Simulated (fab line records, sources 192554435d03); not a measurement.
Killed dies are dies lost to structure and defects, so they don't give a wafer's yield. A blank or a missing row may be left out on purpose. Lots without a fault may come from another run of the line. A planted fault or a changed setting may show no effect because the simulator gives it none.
Split-lot experiment | flow n5_finfet | 7 lots, 36 wafers read, on a route of 1938 steps

THE SPLIT
At N5_BEOL_M9_TRENCH_ETCH_37 (etches SiCOH lowk in C4F6/O2, target depth 151.43 nm, time 49 s), the setting target_depth_a was moved away from the recipe's 1514.3 angstrom on 10 of the 36 wafers read, by -54.1% to +43.3%. The other wafers ran this setting at the recipe's value.

FROM THE SPLIT TO THE READING: what the file shows between them, 8 steps
- N5_BEOL_M9_ETCH_41: etches SiCN in CH3F/O2, target depth 36.6 nm, time 70.1 s
- N5_BEOL_M9_STRIP_80: strips in N2/H2, time 10 s
- N5_BEOL_M9_OCD_MEAS_38
- N5_BEOL_M9_HM_STRIP_39: strips TiN in peroxide tin strip, target depth 25 nm, time 158 s
- N5_BEOL_M9_SRD_40: time 30 s
- N5_BEOL_M9_ECD_50: material Cu, target thk 318 nm
- N5_BEOL_M9_ANNEAL_51: time 90 s
- N5_BEOL_M9_CMP_52: polishes, stops on SiCOH lowk, t overpolish 7 s, target thk 140 nm

THE READING
M9_THK, in nm, at N5_BEOL_M9_THK_MEAS_53 (measures by xrf). Fault-free wafers of this fab line usually give 141 nm, standard deviation 3.6 nm.

wafer  | tool, chamber at the split | target_depth_a as run, angstrom | against the recipe | M9_THK, nm | against lot-mates on the recipe
L078.1 | rie_diel-04, 2             | 1514.3                          | recipe             | 141        | -
L078.2 | rie_diel-04, 0             | 1514.3                          | recipe             | 140        | -
L078.3 | rie_diel-04, 1             | 1514.3                          | recipe             | 145        | -
L081.1 | rie_diel-04, 2             | 1514.3                          | recipe             | 136        | -
L081.2 | rie_diel-04, 0             | 1514.3                          | recipe             | 136        | -
L081.3 | rie_diel-04, 1             | 1514.3                          | recipe             | 143        | -
L081.4 | rie_diel-04, 3             | 1514.3                          | recipe             | 138        | -
L081.5 | rie_diel-04, 3             | 1514.3                          | recipe             | 137        | -
L081.6 | rie_diel-04, 2             | 1514.3                          | recipe             | 135        | -
L077.1 | rie_diel-03, 1             | 1514.3                          | recipe             | 141        | -
L077.2 | rie_diel-03, 3             | 1514.3                          | recipe             | 139        | -
L077.3 | rie_diel-03, 2             | 1514.3                          | recipe             | 142        | -
L077.4 | rie_diel-03, 0             | 1514.3                          | recipe             | 139        | -
L077.5 | rie_diel-03, 1             | 1514.3                          | recipe             | 138        | -
L077.6 | rie_diel-03, 2             | 1514.3                          | recipe             | 144        | -
L080.1 | rie_diel-01, 1             | 1514.3                          | recipe             | 146        | -
L080.2 | rie_diel-01, 2             | 983.3                           | -35.1%             | 92         | -51
L080.3 | rie_diel-01, 3             | 983.3                           | -35.1%             | 85         | -58
L080.4 | rie_diel-01, 0             | 983.3                           | -35.1%             | 87         | -56
L080.5 | rie_diel-01, 1             | 1514.3                          | recipe             | 146        | -
L080.6 | rie_diel-01, 0             | 1514.3                          | recipe             | 137        | -
L085.1 | rie_diel-04, 1             | 695.1                           | -54.1%             | 58         | -83
L085.2 | rie_diel-04, 0             | 695.1                           | -54.1%             | 58         | -83
L085.3 | rie_diel-04, 3             | 1514.3                          | recipe             | 140        | -
L085.4 | rie_diel-04, 2             | 1514.3                          | recipe             | 139        | -
L085.5 | rie_diel-04, 2             | 695.1                           | -54.1%             | 57         | -84
L085.6 | rie_diel-04, 1             | 1514.3                          | recipe             | 145        | -
L092.1 | rie_diel-01, 0             | 1514.3                          | recipe             | 135        | -
L092.2 | rie_diel-01, 2             | 990.4                           | -34.6%             | 88         | -50
L092.3 | rie_diel-01, 1             | 1514.3                          | recipe             | 139        | -
L092.4 | rie_diel-01, 3             | 990.4                           | -34.6%             | 85         | -53
L092.5 | rie_diel-01, 0             | 990.4                           | -34.6%             | 85         | -53
L092.6 | rie_diel-01, 1             | 1514.3                          | recipe             | 139        | -
L091.1 | rie_diel-01, 1             | 2170                            | +43.3%             | 208        | +68
L091.2 | rie_diel-01, 0             | 1514.3                          | recipe             | 137        | -
L091.5 | rie_diel-01, 2             | 1514.3                          | recipe             | 144        | -

THE FIT
A straight line over all 36 wafers: M9_THK changes by +1.53 nm for each +1% of target_depth_a; r = +1.00; the points scatter about the line by 3.2 nm.
The same after taking each lot's own level away (the mean of its wafers on the recipe; 36 wafers): +1.54 nm for each +1%; r = +1.00; scatter 2.6 nm.
On that fit, the largest move of target_depth_a shifts the reading by 83 nm.
The lots' own levels span 137.5 to 143.0 nm, that is 1.5 times the standard deviation above.
So the lot-to-lot level changes the slope little: the two slopes agree.
Check: with one of the wafers moved furthest among these (-54.1%) left out of the fit, the line predicts -83.4 nm for it against its lot-mates. It came out at -83.3 nm against them.

OTHER SPLITS ON THESE WAFERS
These wafers also went through other splits before the reading. Each is held against what the fit with the lots' levels taken away leaves over:
other split on the same wafers    | wafers away from the commonest value | r with M9_THK (lot level and that fit taken away)
N5_BEOL_M7_HM_DEP_02 target_thk_a | 14                                   | -0.18

THE WHOLE CHAIN: every reading that the file lists as answering this split, in the file's order
step                      | what it does                                                       | reading                                                                          | change (the file's fit)                                                              | r (the file's)
N5_BEOL_M9_TRENCH_ETCH_37 | etches SiCOH lowk in C4F6/O2, target depth 151.43 nm, time 49 s    | BEOL_M9.feature_depth_nm (the simulator's own value, which no gauge read)        | +1.51 nm for each +1% of the setting                                                 | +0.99
N5_BEOL_M9_TRENCH_ETCH_37 | etches SiCOH lowk in C4F6/O2, target depth 151.43 nm, time 49 s    | etch.depth_nm (the simulator's own value, which no gauge read)                   | +1.51 nm for each +1% of the setting                                                 | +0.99
N5_BEOL_M9_TRENCH_ETCH_37 | etches SiCOH lowk in C4F6/O2, target depth 151.43 nm, time 49 s    | TiN_of_BEOL_M9_HM_DEP_02.thk_nm (the simulator's own value, which no gauge read) | -0.0409 nm for each +1% of the setting                                               | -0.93
N5_BEOL_M9_OCD_MEAS_38    |                                                                    | trench_depth_nm                                                                  | +1.54 nm for each +1% of the setting                                                 | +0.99
N5_BEOL_M9_CMP_52         | polishes, stops on SiCOH lowk, t overpolish 7 s, target thk 140 nm | Cu_of_BEOL_M9_ECD_50.thk_nm (the simulator's own value, which no gauge read)     | +1.51 nm for each +1% of the setting                                                 | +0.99
N5_BEOL_M9_THK_MEAS_53    | measures by xrf                                                    | M9_THK                                                                           | +1.55 for each +1% of the setting                                                    | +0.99
N5_BEOL_M9_RS_MEAS_57     | measures by four-point-probe                                       | M9_RS                                                                            | not straight: 0.423 at the lowest setting, 0.151 at the recipe, 0.098 at the highest | not given

THE FILE'S OWN FIT
M9_THK changes by +1.55 nm for each +1% of target_depth_a, r = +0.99.
